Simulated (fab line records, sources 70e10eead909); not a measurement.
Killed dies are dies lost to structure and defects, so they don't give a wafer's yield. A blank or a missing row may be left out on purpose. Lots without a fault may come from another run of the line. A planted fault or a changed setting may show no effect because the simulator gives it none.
Which tool did it? | flow nand_harc | 14 lots, 42 wafers sampled, at 4 steps of a route of 1302

WHAT THE GAUGES READ, wafer by wafer
NHARC_END_SORT_01. Usual: defect_limited_yield 91 %, standard deviation 3.2; killed_at_array 55, standard deviation 22; killed_at_other 0.9, standard deviation 1.2; killed_at_periphery 3.6, standard deviation 2.3; killed_dies 60, standard deviation 22; killed_open 3.2, standard deviation 1.9; killed_short 2.5, standard deviation 1.6.
lot  | measured     | on        | defect_limited_yield (%) | killed_at_array | killed_at_other | killed_at_periphery | killed_dies | killed_open | killed_short | flag
L978 | day 26 15:54 | prober-01 | 96 44 44                 | 24 377 376      | 0 0 0           | 3 2 2               | 27 379 378  | 5 1 2       | 0 1 1        | OFF
L981 | day 27 16:01 | prober-02 | 40 84 40                 | 400 106 402     | 0 0 0           | 4 3 4               | 404 109 406 | 3 6 1       | 3 2 1        | OFF
L980 | day 27 15:58 | prober-01 | 91 47 93                 | 57 358 47       | 1 2 0           | 5 2 1               | 63 362 48   | 4 2 5       | 3 3 3        | OFF
L987 | day 30 08:52 | prober-02 | 89 87 88                 | 66 81 71        | 1 0 0           | 8 7 7               | 75 88 78    | 3 2 2       | 2 0 3        |
L989 | day 31 14:52 | prober-02 | 91 90 91                 | 53 59 57        | 4 4 1           | 4 2 6               | 61 65 64    | 4 5 2       | 0 4 5        |
L990 | day 32 14:43 | prober-01 | 95 94 94                 | 29 34 39        | 0 1 0           | 2 4 3               | 31 39 42    | 2 10 6      | 4 0 8        |
L992 | day 33 03:47 | prober-02 | 91 91 91                 | 59 59 55        | 0 0 1           | 4 2 2               | 63 61 58    | 4 3 5       | 1 1 1        |
L994 | day 33 11:38 | prober-02 | 90 90 90                 | 64 62 55        | 0 0 1           | 5 5 10              | 69 67 66    | 5 5 1       | 5 4 3        |

WHICH TOOL RAN EACH LOT (tool, then ch and the chambers of the sampled wafers, then the start)
lot  | NHARC_A_BONDPAD_ECD_18         | NHARC_THIN_TSV_DESCUM_35           | NHARC_THIN_TSV_ETCH_36
L973 | ecd_cu-01 ch 0,1, day 23 13:16 | rie_diel-04 ch 1,2,3, day 24 09:05 | rie_metal-02 ch 0,1, day 24 09:28
L974 | ecd_cu-02 ch 0,1, day 23 21:41 | rie_diel-04 ch 0,2,3, day 24 17:19 | rie_metal-02 ch 0,1, day 24 17:42
L977 | ecd_cu-01 ch 0,1, day 25 11:31 | rie_diel-06 ch 0,2, day 26 08:04   | rie_metal-01 ch 0,1, day 26 08:28
L978 | ecd_cu-02 ch 0,1, day 25 13:19 | rie_diel-04 ch 0,2,3, day 26 06:52 | rie_metal-02 ch 0,1, day 26 07:20
L981 | ecd_cu-02 ch 0,1, day 26 08:47 | rie_diel-05 ch 1,2,3, day 27 07:11 | rie_metal-03 ch 0,1, day 27 07:34
L980 | ecd_cu-02 ch 0,1, day 26 10:28 | rie_diel-06 ch 0,2,3, day 27 09:22 | rie_metal-03 ch 0,1, day 27 09:45
L987 | ecd_cu-01 ch 0,1, day 29 00:08 | rie_diel-04 ch 1,2, day 29 22:21   | rie_metal-02 ch 0,1, day 29 22:46
L986 | ecd_cu-02 ch 0,1, day 29 04:42 | rie_diel-06 ch 0,1, day 29 23:26   | rie_metal-03 ch 0,1, day 29 23:50
L989 | ecd_cu-02 ch 0,1, day 30 09:19 | rie_diel-06 ch 0,1,3, day 31 05:26 | rie_metal-03 ch 0,1, day 31 05:49
L990 | ecd_cu-01 ch 0,1, day 31 01:58 | rie_diel-05 ch 2,3, day 31 21:43   | rie_metal-03 ch 0,1, day 31 22:07
L992 | ecd_cu-01 ch 0,1, day 31 15:37 | rie_diel-04 ch 1,2,3, day 32 20:14 | rie_metal-03 ch 0,1, day 32 20:37
L993 | ecd_cu-02 ch 0,1, day 31 17:19 | rie_diel-04 ch 0,1,3, day 32 18:58 | rie_metal-01 ch 0,1, day 32 19:20
L994 | ecd_cu-02 ch 0,1, day 32 06:16 | rie_diel-04 ch 1,2,3, day 33 02:37 | rie_metal-02 ch 0,1, day 33 02:59
L995 | ecd_cu-02 ch 0,1, day 32 20:35 | rie_diel-06 ch 0,1,3, day 33 16:55 | rie_metal-02 ch 0,1, day 33 17:17
- NHARC_A_BONDPAD_ECD_18: material Cu, target thk 400 nm.
- NHARC_THIN_TSV_DESCUM_35: chemistry O2, time 3 s.
- NHARC_THIN_TSV_ETCH_36: etches the open film in Cl2/BCl3, target depth 65 nm, time 18.571 s.

WHAT THE TOOLS THEMSELVES READ (means of the sampled wafers that have a number; where no wafer has one, the mark that the record gives instead)
NHARC_THIN_TSV_DESCUM_35. Usual: drypump_motor_current_A 6.0 A, standard deviation 0.34; oes_product_au 1.002 a.u., standard deviation 0.014; rf_vpp_V 57.6 V, standard deviation 0.95; showerhead_plenum_p_Torr 1.91 Torr, standard deviation 0.081; throttle_valve_pct 11.312 %, standard deviation 0.0092.
lot  | tool        | drypump_motor_current_A (A) | oes_product_au (a.u.) | rf_vpp_V (V) | showerhead_plenum_p_Torr (Torr) | throttle_valve_pct (%) | flag
L973 | rie_diel-04 | 6.0                         | 1.006                 | 57.4         | 1.93                            | 11.312                 |
L974 | rie_diel-04 | 6.0                         | 1.002                 | 57.1         | 1.87                            | 11.310                 |
L977 | rie_diel-06 | 6.4                         | 1.014                 | 58.3         | 2.03                            | 11.317                 |
L978 | rie_diel-04 | 6.0                         | 1.005                 | 57.1         | 1.87                            | 11.316                 |
L981 | rie_diel-05 | 5.7                         | 1.000                 | 56.9         | 1.88                            | 11.319                 |
L980 | rie_diel-06 | 6.1                         | 1.007                 | 58.2         | 1.97                            | 11.318                 |
L987 | rie_diel-04 | 5.8                         | 0.990                 | 58.6         | 1.96                            | 11.305                 |
L986 | rie_diel-06 | 6.3                         | 1.006                 | 57.6         | 1.87                            | 11.308                 |
L989 | rie_diel-06 | 6.1                         | 0.999                 | 57.8         | 1.90                            | 11.303                 |
L990 | rie_diel-05 | 5.5                         | 1.020                 | 57.2         | 1.84                            | 11.302                 |
L992 | rie_diel-04 | 6.0                         | 1.002                 | 58.3         | 1.93                            | 11.310                 |
L993 | rie_diel-04 | 5.9                         | 0.993                 | 57.6         | 1.90                            | 11.309                 |
L994 | rie_diel-04 | 6.0                         | 1.000                 | 58.8         | 1.93                            | 11.317                 |
L995 | rie_diel-06 | 6.1                         | 0.994                 | 57.5         | 1.90                            | 11.313                 |

NHARC_THIN_TSV_ETCH_36. Usual: drypump_motor_current_A 5.7 A, standard deviation 0.65; oes_product_au 1.012 a.u., standard deviation 0.013.
lot  | tool         | drypump_motor_current_A (A) | oes_product_au (a.u.) | flag
L973 | rie_metal-02 | 6.5                         | 1.020                 |
L974 | rie_metal-02 | 6.5                         | 1.024                 |
L977 | rie_metal-01 | 5.3                         | 1.006                 |
L978 | rie_metal-02 | 6.5                         | 1.030                 |
L981 | rie_metal-03 | 5.1                         | 1.010                 |
L980 | rie_metal-03 | 5.2                         | 1.003                 |
L987 | rie_metal-02 | 6.3                         | 1.008                 |
L986 | rie_metal-03 | 5.2                         | 1.009                 |
L989 | rie_metal-03 | 5.1                         | 1.007                 |
L990 | rie_metal-03 | 5.2                         | 1.012                 |
L992 | rie_metal-03 | 5.1                         | 1.008                 |
L993 | rie_metal-01 | 5.7                         | 0.997                 |
L994 | rie_metal-02 | 6.3                         | 1.017                 |
L995 | rie_metal-02 | 6.3                         | 1.012                 |

THE ANSWER, worked out from the rows above alone
Rule: a lot is off if the mean of its wafers that have a number lies more than 3 standard deviations from the usual mean. A lot without any number at a reading at which 4 lots or more have one is off too. The other lots that the step has rows for count as sound. The gauges are gone through in route order, then the tools' own readings, and for those a lot's mean is taken as printed above. The first step at which some lot is off is used, and at that step the reading that is off furthest; a lot without a number counts as furthest.
Off: L978, L981, L980, at NHARC_END_SORT_01 (defect_limited_yield). Neither off nor sound, because the step has no rows for them: L973, L974, L977, L986, L993, L995.
A tool fits if, at a process step before that reading, it ran every lot that is off, and no sound lot after the first of them. The gauges at NHARC_END_SORT_01 are tried like those tools. None of those tried fits.

WHAT THE SIMULATOR HAD PUT IN
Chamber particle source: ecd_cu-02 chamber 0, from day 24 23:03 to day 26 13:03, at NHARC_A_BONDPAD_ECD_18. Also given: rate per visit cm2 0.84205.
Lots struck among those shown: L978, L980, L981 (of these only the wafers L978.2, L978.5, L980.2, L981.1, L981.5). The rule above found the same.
